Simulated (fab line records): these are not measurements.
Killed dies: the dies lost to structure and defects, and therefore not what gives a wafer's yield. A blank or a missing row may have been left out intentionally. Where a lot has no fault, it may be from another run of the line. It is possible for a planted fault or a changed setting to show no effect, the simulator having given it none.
The tool behind it: which one?	flow n5 finfet	24 lots, 72 wafers sampled, at 6 steps of a route of 1938

== WHAT EACH GAUGE READ, for each wafer ==
The record lacks any reading of a measuring or inspecting step that a usual standard deviation could be used to judge.

== TOOL THAT RAN EACH LOT (tool first, then ch and the chambers of the sampled wafers, then the start) ==
lot	N5_BEOL_M1_STRIP_19	N5_BEOL_M1_ETCH_70	N5_BEOL_M1_STRIP_97	N5_BEOL_M1_DEGAS_44	N5_BEOL_M1_SURFACE_TREAT_85	N5_BEOL_M1_ANNEAL_93
L074	rie diel-03 ch 1,2,3, day 6 01:59	rie diel-03 ch 0,2, day 6 13:39	rie diel-03 ch 0,2, day 6 19:37 or earlier	pvd sputter-03, day 6 19:37	pvd sputter-03, day 6 20:23	pvd sputter-01, day 6 22:01
L075	rie diel-03 ch 0,2,3, day 6 05:40	rie diel-03 ch 1,2,3, day 6 22:15	rie diel-03 ch 1,2,3, day 6 22:49 or earlier	pvd sputter-03, day 6 22:49	pvd sputter-03, day 6 23:09	pvd sputter-02, day 7 00:46
L076	rie diel-01 ch 2,3, day 6 08:44	rie diel-02 ch 0,3, day 6 22:22	rie diel-02 ch 0,3, day 6 22:56 or earlier	pvd sputter-01, day 6 22:56	pvd sputter-03, day 6 23:16	pvd sputter-01, day 7 02:32
L078	rie diel-02 ch 0,2, day 7 00:10	rie diel-03 ch 1,2,3, day 7 06:08	rie diel-03 ch 1,2,3, day 7 06:56 or earlier	pvd sputter-01, day 7 06:56	pvd sputter-01, day 7 07:16	pvd sputter-03, day 7 08:57
L077	rie diel-01 ch 0,3, day 7 00:22	rie diel-02 ch 1,2,3, day 7 02:49	rie diel-02 ch 1,2,3, day 7 03:49 or earlier	pvd sputter-02, day 7 03:49	pvd sputter-02, day 7 04:15	pvd sputter-01, day 7 06:13
L079	rie diel-03 ch 0,2,3, day 7 13:28	rie diel-03 ch 0,1,3, day 7 17:21	rie diel-03 ch 0,1,3, day 7 17:59 or earlier	pvd sputter-03, day 7 17:59	pvd sputter-03, day 7 18:28	pvd sputter-02, day 7 20:05
L080	rie diel-01 ch 0,2, day 8 03:07	rie diel-01 ch 0,1,3, day 8 05:05	rie diel-01 ch 0,1,3, day 8 05:44 or earlier	pvd sputter-01, day 8 05:44	pvd sputter-02, day 8 06:08	pvd sputter-01, day 8 07:47
L081	rie diel-01 ch 2,3, day 8 04:10	rie diel-03 ch 1,3, day 8 13:37	rie diel-03 ch 1,3, day 8 14:10 or earlier	pvd sputter-03, day 8 14:10	pvd sputter-01, day 8 14:36	pvd sputter-01, day 8 16:13
L082	rie diel-01 ch 0,1, day 8 10:27	rie diel-02 ch 0,1, day 8 16:55	rie diel-02 ch 0,1, day 8 17:48 or earlier	pvd sputter-02, day 8 17:48	pvd sputter-03, day 8 18:10	pvd sputter-03, day 8 20:14
L083	rie diel-01 ch 0,1,2, day 8 18:21	rie diel-01 ch 0,1,3, day 8 21:11	rie diel-01 ch 0,1,3, day 8 22:07 or earlier	pvd sputter-03, day 8 22:07	pvd sputter-03, day 8 22:32	pvd sputter-02, day 9 00:10
L085	rie diel-02 ch 1,2,3, day 8 18:29	rie diel-02 ch 0,1,3, day 8 21:28	rie diel-02 ch 0,1,3, day 8 22:13 or earlier	pvd sputter-01, day 8 22:13	pvd sputter-02, day 8 22:36	pvd sputter-01, day 9 00:13
L084	rie diel-01 ch 0,2,3, day 8 22:22	rie diel-01 ch 1,2,3, day 9 02:08	rie diel-01 ch 1,2,3, day 9 03:19 or earlier	pvd sputter-02, day 9 03:19	pvd sputter-03, day 9 04:54	pvd sputter-03, day 9 06:53
L086	rie diel-03 ch 0,1,2, day 9 01:57	rie diel-02 ch 0,3, day 9 07:57	rie diel-02 ch 0,3, day 9 08:59 or earlier	pvd sputter-01, day 9 08:59	pvd sputter-01, day 9 09:20	pvd sputter-03, day 9 11:14
L088	rie diel-02 ch 0,1, day 9 14:58	rie diel-02 ch 1,2,3, day 9 18:25	rie diel-02 ch 1,2,3, day 9 19:34 or earlier	pvd sputter-01, day 9 19:34	pvd sputter-03, day 9 20:05	pvd sputter-03, day 9 21:43
L087	rie diel-03 ch 1,2, day 9 20:28	rie diel-01 ch 0,1,2, day 10 04:34	rie diel-01 ch 0,1,2, day 10 05:10 or earlier	pvd sputter-03, day 10 05:10	pvd sputter-03, day 10 05:30	pvd sputter-02, day 10 08:43
L089	rie diel-01 ch 2,3, day 10 05:47	rie diel-03 ch 0,1,2, day 10 08:42	rie diel-03 ch 0,1,2, day 10 09:25 or earlier	pvd sputter-02, day 10 09:25	pvd sputter-03, day 10 09:53	pvd sputter-01, day 10 11:38
L090	rie diel-01 ch 0,2,3, day 10 11:31	rie diel-03 ch 0,2,3, day 10 16:56	rie diel-03 ch 0,2,3, day 10 17:57 or earlier	pvd sputter-01, day 10 17:57	pvd sputter-01, day 10 18:32	pvd sputter-03, day 10 21:30
L091	rie diel-01 ch 0,1,2, day 10 18:19	rie diel-01 ch 0,1, day 10 22:17	rie diel-01 ch 0,1, day 10 22:50 or earlier	pvd sputter-01, day 10 22:50	pvd sputter-03, day 10 23:11	pvd sputter-03, day 11 00:53
L092	rie diel-02 ch 0,1,2, day 11 05:07	rie diel-01 ch 0,3, day 11 08:47	rie diel-01 ch 0,3, day 11 09:29 or earlier	pvd sputter-01, day 11 09:29	pvd sputter-02, day 11 09:49	pvd sputter-03, day 11 11:31
L094	rie diel-01 ch 0,1, day 11 05:28	rie diel-02 ch 0,3, day 11 15:13	rie diel-02 ch 0,3, day 11 16:40 or earlier	pvd sputter-02, day 11 16:40	pvd sputter-02, day 11 17:11	pvd sputter-02, day 11 18:56
L093	rie diel-01 ch 0,2,3, day 11 10:07	rie diel-02 ch 0,1, day 11 17:31	rie diel-02 ch 0,1, day 11 18:34 or earlier	pvd sputter-03, day 11 18:34	pvd sputter-03, day 11 19:06	pvd sputter-02, day 11 20:47
L096	rie diel-01 ch 0,3, day 11 13:43	rie diel-02 ch 0,1, day 11 19:02	rie diel-02 ch 0,1, day 11 20:04 or earlier	pvd sputter-03, day 11 20:04	pvd sputter-01, day 11 20:35	pvd sputter-01, day 11 22:16
L095	rie diel-01 ch 0,1,2, day 11 14:30	rie diel-03 ch 0,2, day 11 19:13	rie diel-03 ch 0,2, day 11 20:40 or earlier	pvd sputter-03, day 11 20:40	pvd sputter-02, day 11 21:13	pvd sputter-02, day 11 23:20
L097	rie diel-03 ch 0,2,3, day 12 00:03	rie diel-01 ch 0,3, day 12 04:39	rie diel-01 ch 0,3, day 12 05:30 or earlier	pvd sputter-01, day 12 05:30	pvd sputter-03, day 12 05:52	pvd sputter-03, day 12 07:32
- N5_BEOL_M1_STRIP_19: strips in O2.
- N5_BEOL_M1_ETCH_70: etches SOC in N2/H2, target depth 80 nm, overetch 16 nm, time 120 s.
- N5_BEOL_M1_STRIP_97: strips in N2/H2, time 10 s.
- N5_BEOL_M1_DEGAS_44: time 60 s.
- N5_BEOL_M1_SURFACE_TREAT_85
- N5_BEOL_M1_ANNEAL_93: time 240 s.

== WHAT THE TOOLS THEMSELVES READ (means of the sampled wafers that have a number; where no wafer has one, the mark that the record gives instead) ==
N5_BEOL_M1_STRIP_19.
lot	tool	drypump motor current A (A)	oes product au (a.u.)	rf vpp V (V)	showerhead plenum p Torr (Torr)	throttle valve pct (%)
L074	rie diel-03	5.4	0.72	3.4	2.05	17.04
L075	rie diel-03	5.5	0.74	3.2	2.09	17.02
L076	rie diel-01	6.1	0.75	3.9	2.08	16.97
L078	rie diel-02	5.7	0.69	3.8	2.14	16.73
L077	rie diel-01	6.3	0.74	4.0	2.07	16.80
L079	rie diel-03	5.5	0.73	3.4	2.09	17.05
L080	rie diel-01	6.3	0.74	3.5	2.13	16.55
L081	rie diel-01	6.1	0.74	3.9	2.07	17.00
L082	rie diel-01	6.0	0.73	3.6	2.06	16.63
L083	rie diel-01	5.9	0.74	3.8	2.09	16.60
L085	rie diel-02	5.6	0.77	3.8	2.08	16.77
L084	rie diel-01	6.2	0.73	3.4	2.10	16.78
L086	rie diel-03	5.4	0.81	3.4	2.10	16.98
L088	rie diel-02	5.6	0.81	3.8	2.06	16.77
L087	rie diel-03	5.6	0.88	3.8	2.06	16.89
L089	rie diel-01	6.1	0.73	3.4	2.12	16.76
L090	rie diel-01	6.2	0.72	3.4	2.09	16.81
L091	rie diel-01	5.9	0.73	3.6	2.08	16.62
L092	rie diel-02	5.7	0.80	4.3	2.08	16.69
L094	rie diel-01	5.7	0.74	3.2	2.01	16.70
L093	rie diel-01	6.2	0.71	3.9	2.09	16.83
L096	rie diel-01	6.3	0.71	3.9	2.06	16.86
L095	rie diel-01	5.9	0.73	3.6	2.08	16.63
L097	rie diel-03	5.5	0.79	3.5	2.07	16.95

N5_BEOL_M1_ETCH_70.
lot	tool	drypump motor current A (A)	oes product au (a.u.)	rf fwd power W (W)	rf vpp V (V)	showerhead plenum p Torr (Torr)	throttle valve pct (%)
L074	rie diel-03	5.7	0.55	833.4	524.6	2.55	18.3
L075	rie diel-03	5.4	0.55	836.8	522.3	2.49	18.2
L076	rie diel-02	5.5	0.60	836.5	525.7	2.58	17.6
L078	rie diel-03	5.4	0.56	835.8	521.3	2.48	18.2
L077	rie diel-02	5.6	0.60	834.7	523.1	2.51	17.8
L079	rie diel-03	5.2	0.56	836.9	523.2	2.54	18.2
L080	rie diel-01	5.9	0.57	838.0	521.4	2.46	18.0
L081	rie diel-03	5.1	0.54	835.7	522.7	2.49	18.2
L082	rie diel-02	5.6	0.63	834.8	523.7	2.49	17.8
L083	rie diel-01	5.9	0.57	836.1	521.7	2.45	18.0
L085	rie diel-02	5.5	0.65	834.9	523.5	2.53	17.7
L084	rie diel-01	5.8	0.57	836.0	522.2	2.50	18.0
L086	rie diel-02	5.5	0.68	837.9	526.0	2.59	17.5
L088	rie diel-02	5.6	0.59	836.8	522.3	2.51	17.8
L087	rie diel-01	5.9	0.57	837.4	523.1	2.53	17.8
L089	rie diel-03	5.5	0.60	836.4	524.1	2.55	18.2
L090	rie diel-03	5.5	0.62	833.8	523.5	2.52	18.0
L091	rie diel-01	5.7	0.57	837.0	520.6	2.46	17.9
L092	rie diel-01	6.2	0.55	834.5	521.1	2.44	18.1
L094	rie diel-02	5.4	0.64	836.1	524.9	2.57	17.5
L093	rie diel-02	5.6	0.65	836.2	522.8	2.55	17.7
L096	rie diel-02	5.6	0.66	835.7	523.7	2.55	17.7
L095	rie diel-03	5.6	0.61	836.8	525.6	2.59	18.2
L097	rie diel-01	6.3	0.55	835.6	522.1	2.47	17.9

N5_BEOL_M1_STRIP_97.
lot	tool	drypump motor current A (A)	oes product au (a.u.)	rf vpp V (V)	showerhead plenum p Torr (Torr)	throttle valve pct (%)
L074	rie diel-03	5.7	0.71	60.1	2.54	24.2
L075	rie diel-03	5.4	0.71	58.4	2.48	24.1
L076	rie diel-02	5.4	0.77	58.8	2.57	23.3
L078	rie diel-03	5.4	0.71	59.3	2.48	24.1
L077	rie diel-02	5.6	0.80	59.9	2.51	23.5
L079	rie diel-03	5.2	0.72	58.9	2.54	24.0
L080	rie diel-01	5.9	0.74	59.1	2.45	23.9
L081	rie diel-03	5.1	0.70	58.7	2.49	24.1
L082	rie diel-02	5.6	0.82	59.2	2.49	23.7
L083	rie diel-01	5.9	0.74	58.6	2.45	23.9
L085	rie diel-02	5.5	0.83	59.3	2.53	23.5
L084	rie diel-01	5.9	0.74	57.6	2.49	23.9
L086	rie diel-02	5.5	0.89	59.3	2.59	23.3
L088	rie diel-02	5.6	0.76	59.6	2.50	23.5
L087	rie diel-01	5.9	0.73	57.9	2.53	23.5
L089	rie diel-03	5.4	0.78	58.4	2.55	24.1
L090	rie diel-03	5.5	0.81	59.2	2.51	23.9
L091	rie diel-01	5.7	0.72	58.4	2.45	23.8
L092	rie diel-01	6.2	0.70	58.4	2.43	24.0
L094	rie diel-02	5.4	0.84	58.5	2.56	23.3
L093	rie diel-02	5.6	0.85	59.7	2.55	23.6
L096	rie diel-02	5.6	0.86	59.6	2.55	23.5
L095	rie diel-03	5.6	0.78	59.7	2.58	24.0
L097	rie diel-01	6.3	0.70	59.6	2.46	23.6

N5_BEOL_M1_DEGAS_44.
lot	tool	heater power w (W)
L074	pvd sputter-03	387
L075	pvd sputter-03	369
L076	pvd sputter-01	412
L078	pvd sputter-01	409
L077	pvd sputter-02	334
L079	pvd sputter-03	368
L080	pvd sputter-01	378
L081	pvd sputter-03	343
L082	pvd sputter-02	344
L083	pvd sputter-03	366
L085	pvd sputter-01	372
L084	pvd sputter-02	338
L086	pvd sputter-01	381
L088	pvd sputter-01	383
L087	pvd sputter-03	370
L089	pvd sputter-02	340
L090	pvd sputter-01	376
L091	pvd sputter-01	395
L092	pvd sputter-01	387
L094	pvd sputter-02	338
L093	pvd sputter-03	350
L096	pvd sputter-03	363
L095	pvd sputter-03	351
L097	pvd sputter-01	377

N5_BEOL_M1_SURFACE_TREAT_85.
lot	tool	ar flow sccm (sccm)
L074	pvd sputter-03	29.97
L075	pvd sputter-03	29.96
L076	pvd sputter-03	29.94
L078	pvd sputter-01	30.05
L077	pvd sputter-02	30.03
L079	pvd sputter-03	30.00
L080	pvd sputter-02	29.90
L081	pvd sputter-01	29.95
L082	pvd sputter-03	29.95
L083	pvd sputter-03	29.99
L085	pvd sputter-02	30.09
L084	pvd sputter-03	29.97
L086	pvd sputter-01	29.99
L088	pvd sputter-03	29.97
L087	pvd sputter-03	29.94
L089	pvd sputter-03	29.99
L090	pvd sputter-01	30.02
L091	pvd sputter-03	30.06
L092	pvd sputter-02	29.97
L094	pvd sputter-02	30.08
L093	pvd sputter-03	29.95
L096	pvd sputter-01	29.99
L095	pvd sputter-02	30.05
L097	pvd sputter-03	30.02

N5_BEOL_M1_ANNEAL_93.
lot	tool	heater power w (W)
L074	pvd sputter-01	944
L075	pvd sputter-02	857
L076	pvd sputter-01	931
L078	pvd sputter-03	907
L077	pvd sputter-01	973
L079	pvd sputter-02	853
L080	pvd sputter-01	984
L081	pvd sputter-01	1004
L082	pvd sputter-03	862
L083	pvd sputter-02	861
L085	pvd sputter-01	954
L084	pvd sputter-03	860
L086	pvd sputter-03	907
L088	pvd sputter-03	938
L087	pvd sputter-02	871
L089	pvd sputter-01	920
L090	pvd sputter-03	889
L091	pvd sputter-03	899
L092	pvd sputter-03	938
L094	pvd sputter-02	849
L093	pvd sputter-02	855
L096	pvd sputter-01	954
L095	pvd sputter-02	851
L097	pvd sputter-03	925

== THE ANSWER, worked out from the rows above alone ==
Rule: usual is defined by the lots themselves. The widest of any qualifying gaps counts: lots, ordered by their means at a reading, are off when they make up no more than a third of the lots, leave a main group of 4 or more, and stand apart from it by 3 or more times the standard deviation of that group's means. Not used: any main group whose means are identical at the precision the tables above print for the reading. A lot without any number at a reading at which 4 lots or more have one is off too. Any other lot the step has rows for is counted as sound. After the gauges, taken in route order, come the tools' own readings; for these a lot's mean is taken, as printed above. The first step at which some lot is off is used, and at that step the reading that is off furthest; a lot without a number counts as furthest.
No lot is off on any of the readings shown, so nothing can be concluded from this.

== WHAT THE SIMULATOR PUT IN ==
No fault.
